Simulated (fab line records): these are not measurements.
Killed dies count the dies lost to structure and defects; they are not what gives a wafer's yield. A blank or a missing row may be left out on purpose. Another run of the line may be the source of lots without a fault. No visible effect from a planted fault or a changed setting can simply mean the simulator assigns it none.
fab line records	flow n5Finfet
[record] lots = 7	wafers = 39
route steps=1938 shown BEOL_M1@751 BEOL_M4@1037 BEOL_M8@1332 BEOL_M9@1443 BEOL_M14@1716
startH: hours from the record's first day to the start of the lot's first wafer shown	waitH: how many hours have passed since the lot's step before this one	" as in the row above	L1.1+2: a row that stands for several wafers	- no value, or no start was given	* or withheld: withheld	< > ~ a bound
route shown NAME@n: NAME is a module with steps in the file, n the number in the route of the first one	usual: the fault-free wafers' mean and standard deviation	same: alike in all rows	chamber/n: place in a boat	sites: per-site readings	_std_site: standard deviation across them	_edge_site: outer sites' mean less inner sites'	radiusMm: for every site, how far away it sits from the centre of the wafer	mask NAME#n: copy n	behind: the most recent tool/chamber to have shaped the wafer	hold: cause of the lot's hold/its duration in hours/its outcome	device: transistor that didn't switch, given as n, p or np	end of line: the same wafers' tests at the end of the route	a step without rows: its recipe alone	killed: at the first sort, the dies lost to defects and structure; wafer yield is something else	map: dies across one wafer; x = killed, . = not, _ = none there
set.NAME: the run value of the setting; set.NAME@STEP: its run value at that earlier step	model.NAME: the simulator's own value behind a step, which no gauge read
lots whose settings were changed on purpose; a table a step, a row a wafer
[[steps]]
[step N5_BEOL_M1_ILD_DEP_00]
[recipe] material = SiOC	targetThkA = 790	tempC = 350	precursor = DEMS/O2	pressureTorr = 5	rfW = 500	timeS = 15.3
lot.wafer	tool	chamber	startH	waitH	set.timeS	model.SiOC_of_BEOL_M1_ILD_DEP_00.thkNm
L074.1	pecvd-02	0	122.90	0.0	15.3	78.6
L074.2	"	2	"	"	12.96	66.2
L074.3	"	1	"	"	15.3	79.8
L074.4	"	1	"	"	12.96	69.6
L074.5	"	2	"	"	15.3	79.6
L074.6	"	0	"	"	12.96	68.4
L077.1	pecvd-02	0	136.29	0.0	15.3	78.4
L077.2	"	2	"	"	7.878	40.6
L077.3	"	1	"	"	7.878	41.8
L077.4	"	2	"	"	7.878	41.6
L077.5	"	1	"	"	15.3	80.4
L077.6	"	0	"	"	15.3	79.6
L079.1	pecvd-04	0	145.49	0.0	9.328	48.6
L079.2	"	1	"	"	15.3	77.8
L079.3	"	2	"	"	15.3	79.6
L079.4	"	1	"	"	9.328	48.4
L079.5	"	0	"	"	15.3	79.8
L079.6	"	2	"	"	9.328	49.4
L081.1	pecvd-03	0	161.97	0.0	15.3	78.6
L081.2	"	2	"	"	15.3	77.8
L081.4	"	2	"	"	15.3	80
L082.1	pecvd-04	1	169.10	0.0	15.3	77.8
L082.2	"	2	"	"	15.3	79.4
L082.3	"	0	"	"	11.36	57.6
L082.4	"	1	"	"	11.36	59
L082.5	"	2	"	"	11.36	60.6
L082.6	"	0	"	"	15.3	79.6
L092.1	pecvd-04	0	227.75	0.0	18.31	93.4
L092.2	"	2	"	"	18.31	94.2
L092.3	"	1	"	"	15.3	79.4
L092.4	"	1	"	"	15.3	79.2
L092.5	"	2	"	"	15.3	81.2
L092.6	"	0	"	"	18.31	94.4
L096.1+5	pecvd-02	1,0	260.57	0.0	15.3	80
L096.2	"	0	"	"	15.3	79
L096.3	"	2	"	"	15.3	78.8
L096.4	"	1	"	"	15.3	80.6
L096.6	"	2	"	"	15.3	79.6
[step N5_BEOL_M1_THK_MEAS_01]
[recipe] reads = SiOC_of_BEOL_M1_ILD_DEP_00
[usual] M1_ILD_THK = 79.4/1.2
lot.wafer	tool	chamber	startH	waitH	set.timeS@BEOL_M1_ILD_DEP_00	M1_ILD_THK[nm]
L074.1	filmMetro-02	-	122.97	0.0	15.3	78.6
L074.2	"	-	"	"	12.96	66.1
L074.3	"	-	"	"	15.3	79.9
L074.4	"	-	"	"	12.96	69.6
L074.5	"	-	"	"	15.3	79.7
L074.6	"	-	"	"	12.96	68.4
L077.1	filmMetro-02	-	136.36	0.0	15.3	78.4
L077.2	"	-	"	"	7.878	40.5
L077.3	"	-	"	"	7.878	41.8
L077.4	"	-	"	"	7.878	41.6
L077.5	"	-	"	"	15.3	80.5
L077.6	"	-	"	"	15.3	79.7
L079.1	filmMetro-02	-	145.56	0.0	9.328	48.6
L079.2	"	-	"	"	15.3	77.7
L079.3	"	-	"	"	15.3	79.5
L079.4	"	-	"	"	9.328	48.4
L079.5	"	-	"	"	15.3	79.8
L079.6	"	-	"	"	9.328	49.3
L081.1	filmMetro-02	-	162.04	0.0	15.3	78.7
L081.2	"	-	"	"	15.3	77.9
L081.4	"	-	"	"	15.3	80.1
L082.1	filmMetro-01	-	169.17	0.0	15.3	77.9
L082.2	"	-	"	"	15.3	79.5
L082.3	"	-	"	"	11.36	57.5
L082.4	"	-	"	"	11.36	58.9
L082.5	"	-	"	"	11.36	60.6
L082.6	"	-	"	"	15.3	79.6
L092.1	filmMetro-01	-	227.82	0.0	18.31	93.3
L092.2	"	-	"	"	18.31	94.2
L092.3	"	-	"	"	15.3	79.4
L092.4	"	-	"	"	15.3	79.1
L092.5	"	-	"	"	15.3	81.2
L092.6	"	-	"	"	18.31	94.5
L096.1	filmMetro-02	-	260.64	0.0	15.3	79.9
L096.2	"	-	"	"	15.3	79.0
L096.3	"	-	"	"	15.3	78.7
L096.4	"	-	"	"	15.3	80.6
L096.5	"	-	"	"	15.3	80.1
L096.6	"	-	"	"	15.3	79.6
[step N5_BEOL_M4_DESCUM_16]
[recipe] chemistry = O2	timeS = 7	sourcePowerW = 50	biasPowerW = 20	pressureMtorr = 20	rfFrequencyHz = 2.712e+07	tempC = 40	resist = CAR-EUV	o2FlowSccm = 225
lot.wafer	tool	chamber	startH	waitH	set.timeS	model.CAR-EUV_of_BEOL_M4_COAT_05.thkNm
L074.1	rieDiel-04	2	155.24	0.0	7	26.2
L074.2+6	"	1,0	"	"	7	26
L074.3	"	0	"	"	8.912	25.2
L074.4+5	"	3	"	"	8.912	25
L077.1+3	rieDiel-06	2,3	169.48	0.0	7	26
L077.2	"	0	"	"	7	25.8
L077.4+5	"	2,3	"	"	5.547	26.8
L077.6	"	0	"	"	5.547	26.6
L079.1+2+3+6	rieDiel-06	3,2,1,0	186.68	0.0	7	26
L079.4+5	"	0,1	"	"	7	26.2
L081.1+2+4	rieDiel-05	3,2,3	192.00	0.2	7	26.2
L082.1+4+5	rieDiel-06	1,3,1	215.00	0.0	9.711	24.8
L082.2+3+6	"	0,2,2	"	"	7	26.2
L092.1+2+3+4+5+6	rieDiel-04	2,3,1,0,3,0	278.57	0.0	7	26
L096.1	rieDiel-06	1	304.67	0.1	8.188	25.4
L096.2+3	"	3,2	"	"	7	26.2
L096.4+5	"	2,1	"	"	8.188	25.6
L096.6	"	3	"	"	7	26
[step N5_BEOL_M4_ETCH_74]
[recipe] chemistry = N2/H2	target = underlayer	targetDepthA = 65	maskMaterial = CAR-EUV	timeS = 5.2	ionEnergyEv = 200	pressureMtorr = 30	sourceW = 840	biasW = 150	n2FlowSccm = 200	h2FlowSccm = 200	ends = cleared
lot.wafer	tool	chamber	startH	waitH	set.timeS@BEOL_M4_DESCUM_16	model.CAR-EUV_of_BEOL_M4_COAT_05.thkNm
L074.1+2+6	rieDiel-04	2,1,0	155.28	0.0	7	20.4
L074.3	"	0	"	"	8.912	19.6
L074.4+5	"	3	"	"	8.912	19.2
L077.1	rieDiel-06	2	169.51	0.0	7	20.4
L077.2+3	"	0,3	"	"	7	20.2
L077.4+5+6	"	2,3,0	"	"	5.547	21
L079.1	rieDiel-06	3	186.71	0.0	7	20.2
L079.2+3+4+5+6	"	2,1,0,1,0	"	"	7	20.4
L081.1	rieDiel-05	3	192.03	0.0	7	20.4
L081.2+4	"	2,3	"	"	7	20.6
L082.1	rieDiel-06	1	215.03	0.0	9.711	19.2
L082.2+3	"	0,2	"	"	7	20.4
L082.4+5	"	3,1	"	"	9.711	19
L082.6	"	2	"	"	7	20.6
L092.1+4+6	rieDiel-04	2,0,0	278.60	0.0	7	20.4
L092.2+5	"	3	"	"	7	20
L092.3	"	1	"	"	7	20.2
L096.1+4+5	rieDiel-06	1,2,1	304.70	0.0	8.188	19.8
L096.2	"	3	"	"	7	20.4
L096.3	"	2	"	"	7	20.6
L096.6	"	3	"	"	7	20.2
[step N5_BEOL_M8_ILD_DEP_00]
[recipe] material = SiCOH_lowk	targetThkA = 1797.5	tempC = 300	precursor = DEMS/porogen	pressureTorr = 5	rfW = 500	timeS = 33.4
lot.wafer	tool	chamber	startH	waitH	set.targetThkA	model.SiCOH_lowk_of_BEOL_M8_ILD_DEP_00.thkNm
L074.1	pecvd-04	0	193.91	0.0	1152	113.6
L074.2	"	2	"	"	1797.5	179.2
L074.3	"	1	"	"	1797.5	175.6
L074.4	"	2	"	"	1152	115.2
L074.5	"	1	"	"	1152	113.2
L074.6	"	0	"	"	1797.5	182
L077.1	pecvd-01	1	211.13	0.0	1797.5	183
L077.2	"	0	"	"	2364	236.2
L077.3	"	2	"	"	1797.5	181.6
L077.4	"	2	"	"	1797.5	183.8
L077.5	"	1	"	"	2364	243
L077.6	"	0	"	"	2364	240.2
L081.1	pecvd-04	2	231.74	0.0	1797.5	177.2
L081.2	"	1	"	"	1797.5	177.6
L081.4	"	0	"	"	1797.5	181.6
L079.1	pecvd-03	1	233.82	0.0	1797.5	177.8
L079.2	"	0	"	"	1797.5	178
L079.3	"	2	"	"	1797.5	180.2
L079.4	"	0	"	"	1797.5	177.6
L079.5	"	1	"	"	1797.5	182.2
L079.6	"	2	"	"	1797.5	181.2
L082.1	pecvd-03	2	261.84	0.0	1797.5	175
L082.2	"	1	"	"	1797.5	177.2
L082.3	"	0	"	"	1797.5	174.6
L082.4	"	0	"	"	1797.5	178.8
L082.5	"	2	"	"	1797.5	178.6
L082.6	"	1	"	"	1797.5	180.8
L092.1+3	pecvd-04	0,1	338.52	0.0	1797.5	177.6
L092.2	"	2	"	"	1797.5	178.2
L092.4	"	0	"	"	1797.5	182
L092.5	"	1	"	"	1797.5	180
L092.6	"	2	"	"	1797.5	182.6
L096.1	pecvd-03	0	353.61	0.0	2425	239.8
L096.2	"	2	"	"	1797.5	176.6
L096.3	"	1	"	"	2425	242.6
L096.4	"	0	"	"	1797.5	180.2
L096.5	"	1	"	"	2425	245
L096.6	"	2	"	"	1797.5	178.4
[step N5_BEOL_M8_CURE_74]
[recipe] tempC = 385	timeS = 240	ambient = He/Ar	material = SiCOH_lowk
lot.wafer	tool	chamber	startH	waitH	set.targetThkA@BEOL_M8_ILD_DEP_00	model.SiCOH_lowk_of_BEOL_M8_ILD_DEP_00.thkNm
L074.1	uvCure-03	1	193.98	0.0	1152	97.6
L074.2	"	1	"	"	1797.5	154.6
L074.3	"	1	"	"	1797.5	151.4
L074.4	"	1	"	"	1152	98.8
L074.5	"	1	"	"	1152	97.2
L074.6	"	1	"	"	1797.5	157
L077.1	uvCure-02	1	211.19	0.0	1797.5	157.8
L077.2	"	1	"	"	2364	204.4
L077.3	"	1	"	"	1797.5	156.6
L077.4	"	1	"	"	1797.5	158.6
L077.5	"	1	"	"	2364	210.2
L077.6	"	1	"	"	2364	207.8
L081.1	uvCure-03	1	231.80	0.0	1797.5	152.8
L081.2	"	1	"	"	1797.5	153.2
L081.4	"	1	"	"	1797.5	156.6
L079.1+2	uvCure-03	2	233.88	0.0	1797.5	153.4
L079.3	"	2	"	"	1797.5	155.4
L079.4	"	2	"	"	1797.5	153
L079.5	"	2	"	"	1797.5	157.2
L079.6	"	2	"	"	1797.5	156.2
L082.1	uvCure-03	2	261.90	0.0	1797.5	150.8
L082.2	"	2	"	"	1797.5	152.8
L082.3	"	2	"	"	1797.5	150.6
L082.4	"	2	"	"	1797.5	154.2
L082.5	"	2	"	"	1797.5	154
L082.6	"	2	"	"	1797.5	156
L092.1+3	uvCure-01	1	338.76	0.2	1797.5	153.2
L092.2	"	1	"	"	1797.5	153.6
L092.4	"	1	"	"	1797.5	157
L092.5	"	1	"	"	1797.5	155.2
L092.6	"	1	"	"	1797.5	157.6
L096.1	uvCure-01	0	353.91	0.3	2425	207.6
L096.2	"	0	"	"	1797.5	152.4
L096.3	"	0	"	"	2425	210
L096.4	"	0	"	"	1797.5	155.4
L096.5	"	0	"	"	2425	212
L096.6	"	0	"	"	1797.5	153.8
[step N5_BEOL_M8_THK_MEAS_01]
[recipe] reads = SiCOH_lowk_of_BEOL_M8_ILD_DEP_00
[usual] M8_ILD_THK = 155.7/2.5
lot.wafer	tool	chamber	startH	waitH	set.targetThkA@BEOL_M8_ILD_DEP_00	M8_ILD_THK[nm]
L074.1	filmMetro-01	-	194.49	0.4	1152	97.6
L074.2	"	-	"	"	1797.5	154.6
L074.3	"	-	"	"	1797.5	151.5
L074.4	"	-	"	"	1152	98.9
L074.5	"	-	"	"	1152	97.3
L074.6	"	-	"	"	1797.5	156.8
L077.1	filmMetro-01	-	211.70	0.4	1797.5	157.8
L077.2	"	-	"	"	2364	204.1
L077.3	"	-	"	"	1797.5	156.4
L077.4	"	-	"	"	1797.5	158.6
L077.5	"	-	"	"	2364	210.3
L077.6	"	-	"	"	2364	207.7
L081.1	filmMetro-01	-	232.31	0.4	1797.5	152.8
L081.2	"	-	"	"	1797.5	153.3
L081.4	"	-	"	"	1797.5	156.7
L079.1	filmMetro-02	-	234.40	0.4	1797.5	153.5
L079.2	"	-	"	"	1797.5	153.5
L079.3	"	-	"	"	1797.5	155.3
L079.4	"	-	"	"	1797.5	153.1
L079.5	"	-	"	"	1797.5	157.2
L079.6	"	-	"	"	1797.5	156.2
L082.1	filmMetro-01	-	262.42	0.4	1797.5	150.9
L082.2	"	-	"	"	1797.5	152.8
L082.3	"	-	"	"	1797.5	150.5
L082.4	"	-	"	"	1797.5	154.2
L082.5	"	-	"	"	1797.5	153.9
L082.6	"	-	"	"	1797.5	156.0
L092.1	filmMetro-01	-	339.27	0.4	1797.5	153.2
L092.2	"	-	"	"	1797.5	153.7
L092.3	"	-	"	"	1797.5	153.3
L092.4	"	-	"	"	1797.5	157.2
L092.5	"	-	"	"	1797.5	155.3
L092.6	"	-	"	"	1797.5	157.7
L096.1	filmMetro-02	-	354.43	0.4	2425	207.5
L096.2	"	-	"	"	1797.5	152.2
L096.3	"	-	"	"	2425	209.9
L096.4	"	-	"	"	1797.5	155.2
L096.5	"	-	"	"	2425	212.1
L096.6	"	-	"	"	1797.5	153.9
[step N5_BEOL_M9_VIA_ETCH_34]
[recipe] chemistry = C4F6/O2	target = SiCOH_lowk	targetDepthA = 1824	maskMaterial = SOC	taperDeg = 4	timeS = 68.4	ionEnergyEv = 250	pressureMtorr = 30	sourceW = 345	biasW = 185	Ar_flow_sccm = 300	C4F6_flow_sccm = 10	O2_flow_sccm = 10
lot.wafer	tool	chamber	startH	waitH	set.targetDepthA	model.etch.depthNm	model.SOC_of_BEOL_M9_COAT_63.thkNm
L074.1	rieDiel-03	3	214.11	0.0	1191	117.4	53.6
L074.2	"	1	"	"	1824	182.6	50.8
L074.3	"	2	"	"	1824	184.7	50.4
L074.4	"	0	"	"	1191	118.2	53.6
L074.5	"	1	"	"	1824	182.9	50.8
L074.6	"	0	"	"	1191	118.1	53.8
L077.1	rieDiel-02	3	229.78	0.0	1824	180.6	50.8
L077.2	"	2	"	"	2300	252.5	47.2
L077.3	"	0	"	"	1824	188.1	50.6
L077.4	"	1	"	"	2300	228.1	48.6
L077.5	"	2	"	"	1824	200.2	49.8
L077.6	"	1	"	"	2300	228.4	48.4
L079.1	rieDiel-02	2	249.67	0.0	1824	197.7	50.2
L079.2	"	3	"	"	977.8	95.13	55.4
L079.3	"	1	"	"	1824	178.8	51.2
L079.4	"	0	"	"	1824	183.5	50.8
L079.5	"	1	"	"	977.8	95.61	55.2
L079.6	"	2	"	"	977.8	105.8	54.6
L081.1	rieDiel-02	1	250.09	0.0	1824	178.9	51
L081.2	"	3	"	"	1824	178.5	51
L081.4	"	0	"	"	1824	181.5	50.8
L082.1	rieDiel-02	3	273.41	0.0	1240	121.6	53.8
L082.2	"	1	"	"	1824	176.8	51
L082.3	"	2	"	"	1240	134.8	53.2
L082.4	"	0	"	"	1824	183.6	50.8
L082.5	"	2	"	"	1240	133.7	53
L082.6	"	3	"	"	1824	178.9	51
L092.1	rieDiel-02	1	353.35	0.0	1824	178.6	51
L092.2	"	3	"	"	1824	179.1	51
L092.3	"	2	"	"	1824	198.4	50.2
L092.4	"	0	"	"	1824	185.1	50.6
L092.5	"	3	"	"	1824	180.3	51
L092.6	"	2	"	"	1824	198.9	50
L096.1	rieDiel-01	0	364.61	0.0	1038	104.1	55
L096.2	"	2	"	"	1824	185	51
L096.3	"	3	"	"	1824	177.4	51.4
L096.4	"	1	"	"	1824	180.9	51
L096.5	"	0	"	"	1038	103.9	55
L096.6	"	1	"	"	1038	102.3	54.8
[step N5_BEOL_M14_ILD_DEP_00]
[recipe] material = SiO2	targetThkA = 11193	tempC = 400	precursor = TEOS/O2	pressureTorr = 6.5	rfW = 900	teosFlowSccm = 161.4	gas = O2	flowSccm = 2650	timeS = 237.4
lot.wafer	tool	chamber	startH	waitH	set.targetThkA	model.SiO2_of_BEOL_M14_ILD_DEP_00.thkNm
L074.1	pecvd-03	2	257.24	0.0	16360	1609
L074.2	"	0	"	"	16360	1610
L074.3	"	1	"	"	11193	1098
L074.4	"	1	"	"	11193	1123
L074.5	"	0	"	"	16360	1633
L074.6	"	2	"	"	11193	1107
L077.1	pecvd-02	1	271.54	0.0	11193	1102
L077.2	"	2	"	"	11193	1063
L077.3	"	0	"	"	11193	1085
L077.4	"	1	"	"	11193	1111
L077.5	"	2	"	"	11193	1083
L077.6	"	0	"	"	11193	1108
L079.1	pecvd-01	0	287.04	0.0	11193	1135
L079.2	"	2	"	"	11193	1119
L079.3	"	1	"	"	11193	1090
L079.4	"	1	"	"	11193	1105
L079.5	"	0	"	"	11193	1150
L079.6	"	2	"	"	11193	1146
L081.1	pecvd-02	2	288.71	0.0	11193	1086
L081.2	"	1	"	"	11193	1119
L081.4	"	0	"	"	11193	1113
L082.1	pecvd-03	1	303.70	0.0	5663	546.4
L082.2	"	0	"	"	5663	533
L082.3	"	2	"	"	11193	1098
L082.4	"	2	"	"	11193	1110
L082.5	"	0	"	"	5663	546.8
L082.6	"	1	"	"	11193	1122
L092.1	pecvd-01	0	386.03	0.0	15610	1558
L092.2	"	2	"	"	15610	1552
L092.3	"	1	"	"	11193	1093
L092.4	"	1	"	"	11193	1099
L092.5	"	0	"	"	15610	1576
L092.6	"	2	"	"	11193	1147
L096.1	pecvd-01	2	401.39	0.0	11193	1117
L096.2	"	1	"	"	11193	1096
L096.3	"	0	"	"	13030	1312
L096.4	"	1	"	"	13030	1296
L096.5	"	2	"	"	13030	1330
L096.6	"	0	"	"	11193	1161
[step N5_BEOL_M14_THK_MEAS_01]
[recipe] reads = SiO2_of_BEOL_M14_ILD_DEP_00
[usual] M14_ILD_THK = 1114/20
lot.wafer	tool	chamber	startH	waitH	set.targetThkA@BEOL_M14_ILD_DEP_00	M14_ILD_THK[nm]
L074.1	filmMetro-02	-	257.43	0.1	16360	1609
L074.2	"	-	"	"	16360	1610
L074.3	"	-	"	"	11193	1099
L074.4	"	-	"	"	11193	1123
L074.5	"	-	"	"	16360	1634
L074.6	"	-	"	"	11193	1107
L077.1	filmMetro-01	-	271.73	0.1	11193	1101
L077.2	"	-	"	"	11193	1063
L077.3	"	-	"	"	11193	1085
L077.4	"	-	"	"	11193	1111
L077.5	"	-	"	"	11193	1082
L077.6	"	-	"	"	11193	1108
L079.1	filmMetro-01	-	287.23	0.1	11193	1135
L079.2	"	-	"	"	11193	1120
L079.3	"	-	"	"	11193	1090
L079.4	"	-	"	"	11193	1105
L079.5	"	-	"	"	11193	1149
L079.6	"	-	"	"	11193	1146
L081.1	filmMetro-01	-	288.90	0.1	11193	1087
L081.2	"	-	"	"	11193	1119
L081.4	"	-	"	"	11193	1114
L082.1	filmMetro-02	-	303.89	0.1	5663	546
L082.2	"	-	"	"	5663	533
L082.3	"	-	"	"	11193	1099
L082.4	"	-	"	"	11193	1110
L082.5	"	-	"	"	5663	547
L082.6	"	-	"	"	11193	1123
L092.1	filmMetro-02	-	386.22	0.1	15610	1558
L092.2	"	-	"	"	15610	1550
L092.3	"	-	"	"	11193	1091
L092.4	"	-	"	"	11193	1099
L092.5	"	-	"	"	15610	1575
L092.6	"	-	"	"	11193	1147
L096.1	filmMetro-02	-	401.58	0.1	11193	1118
L096.2	"	-	"	"	11193	1096
L096.3	"	-	"	"	13030	1312
L096.4	"	-	"	"	13030	1295
L096.5	"	-	"	"	13030	1331
L096.6	"	-	"	"	11193	1161
[step N5_BEOL_M14_COAT_58]
[recipe] resist = BARC	tempC = 205	timeS = 60	spinRpm = 1500	resistThkNm = 89
[step N5_BEOL_M14_COAT_04]
[recipe] spinRpm = 1704	resistThkNm = 800
[step N5_BEOL_M14_DESCUM_15]
[recipe] chemistry = O2	timeS = 7.9	sourcePowerW = 50	biasPowerW = 20	pressureMtorr = 20	rfFrequencyHz = 2.712e+07	tempC = 40	o2FlowSccm = 225
[step N5_BEOL_M14_ETCH_59]
[recipe] chemistry = N2/H2	target = BARC	targetDepthA = 890	overetchA = 267	timeS = 67.9	ionEnergyEv = 200	pressureMtorr = 30	sourceW = 840	biasW = 150	n2FlowSccm = 200	h2FlowSccm = 200
[step N5_BEOL_M14_VIA_ETCH_16]
[recipe] chemistry = C4F8/O2/Ar	target = SiO2	heInnerTorr = 15	heOuterTorr = 30	targetDepthA = 12313	timeS = withheld	ionEnergyEv = 800	pressureMtorr = 20	sourceW = 1905	biasW = 2040	Ar_flow_sccm = 400	C4F8_flow_sccm = 16	O2_flow_sccm = 12	ends = cleared
lot.wafer	tool	chamber	startH	waitH	set.targetThkA@BEOL_M14_ILD_DEP_00	model.etch.depthNm	model.coat_of_BEOL_M14_COAT_04.thkNm
L074.1	rieDiel-05	1	257.91	0.0	16360	1609	339.6
L074.2	"	0	"	"	16360	1610	341.4
L074.3	"	2	"	"	11193	1098	457.8
L074.4	"	0	"	"	11193	1123	461.8
L074.5	"	2	"	"	16360	1633	329
L074.6	"	1	"	"	11193	1107	459.4
L077.1	rieDiel-04	2	272.34	0.0	11193	1102	451.6
L077.2	"	0	"	"	11193	1063	459.6
L077.3	"	1	"	"	11193	1085	465.4
L077.4	"	1	"	"	11193	1111	460
L077.5	"	0	"	"	11193	1083	458.6
L077.6	"	2	"	"	11193	1108	450.6
L079.1	rieDiel-05	2	287.72	0.0	11193	1135	446.4
L079.2	"	0	"	"	11193	1119	459.8
L079.3	"	1	"	"	11193	1090	462
L079.4	"	1	"	"	11193	1105	456.8
L079.5	"	2	"	"	11193	1150	445.6
L079.6	"	0	"	"	11193	1146	454.8
L081.1	rieDiel-04	2	289.76	0.0	11193	1086	454.6
L081.2	"	0	"	"	11193	1119	448.8
L081.4	"	3	"	"	11193	1113	448.4
L082.1	rieDiel-04	1	304.37	0.0	5663	546.3	586
L082.2	"	2	"	"	5663	532.9	587
L082.3	"	3	"	"	11193	1098	446.2
L082.4	"	0	"	"	11193	1110	446.4
L082.5	"	3	"	"	5663	546.9	579.2
L082.6	"	2	"	"	11193	1122	445.4
L092.1	rieDiel-05	0	386.70	0.0	15610	1558	355.4
L092.2	"	1	"	"	15610	1552	351.2
L092.3	"	2	"	"	11193	1093	457.6
L092.4	"	3	"	"	11193	1099	456.2
L092.5	"	1	"	"	15610	1576	349.8
L092.6	"	0	"	"	11193	1147	454
L096.1	rieDiel-06	1	402.06	0.0	11193	1117	456
L096.2	"	3	"	"	11193	1096	463.6
L096.3	"	0	"	"	13030	1312	413.4
L096.4	"	1	"	"	13030	1296	415.4
L096.5	"	0	"	"	13030	1330	410
L096.6	"	3	"	"	11193	1161	449.8
[[key]]
[split] step = N5_BEOL_M1_ILD_DEP_00	setting = timeS	stated = 15.3	by = wafer
[response] step = N5_BEOL_M1_ILD_DEP_00	reading = model.SiOC_of_BEOL_M1_ILD_DEP_00.thkNm	change = +0.773	per = 1%	r = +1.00
[response] step = N5_BEOL_M1_THK_MEAS_01	reading = M1_ILD_THK	change = +0.775	per = 1%	r = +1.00
[split] step = N5_BEOL_M4_DESCUM_16	setting = timeS	stated = 7	by = wafer
[response] step = N5_BEOL_M4_DESCUM_16	reading = model.CAR-EUV_of_BEOL_M4_COAT_05.thkNm	change = -0.0365	per = 1%	r = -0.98
[response] step = N5_BEOL_M4_ETCH_74	reading = model.CAR-EUV_of_BEOL_M4_COAT_05.thkNm	change = -0.0367	per = 1%	r = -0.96
[split] step = N5_BEOL_M8_ILD_DEP_00	setting = targetThkA	stated = 1797.5	by = wafer
[response] step = N5_BEOL_M8_ILD_DEP_00	reading = model.SiCOH_lowk_of_BEOL_M8_ILD_DEP_00.thkNm	change = +1.82	per = 1%	r = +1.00
[response] step = N5_BEOL_M8_CURE_74	reading = model.SiCOH_lowk_of_BEOL_M8_ILD_DEP_00.thkNm	change = +1.59	per = 1%	r = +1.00
[response] step = N5_BEOL_M8_THK_MEAS_01	reading = M8_ILD_THK	change = +1.58	per = 1%	r = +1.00
[split] step = N5_BEOL_M9_VIA_ETCH_34	setting = targetDepthA	stated = 1824	by = wafer
[response] step = N5_BEOL_M9_VIA_ETCH_34	reading = model.etch.depthNm	change = +1.81	per = 1%	r = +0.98
[response] step = N5_BEOL_M9_VIA_ETCH_34	reading = model.SOC_of_BEOL_M9_COAT_63.thkNm	change = -0.0877	per = 1%	r = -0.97
[split] step = N5_BEOL_M14_ILD_DEP_00	setting = targetThkA	stated = 11193	by = wafer
[response] step = N5_BEOL_M14_ILD_DEP_00	reading = model.SiO2_of_BEOL_M14_ILD_DEP_00.thkNm	change = +11.3	per = 1%	r = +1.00
[response] step = N5_BEOL_M14_THK_MEAS_01	reading = M14_ILD_THK	change = +11.3	per = 1%	r = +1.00
[response] step = N5_BEOL_M14_VIA_ETCH_16	reading = model.etch.depthNm	change = +11.3	per = 1%	r = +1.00
[response] step = N5_BEOL_M14_VIA_ETCH_16	reading = model.coat_of_BEOL_M14_COAT_04.thkNm	change = -2.71	per = 1%	r = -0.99
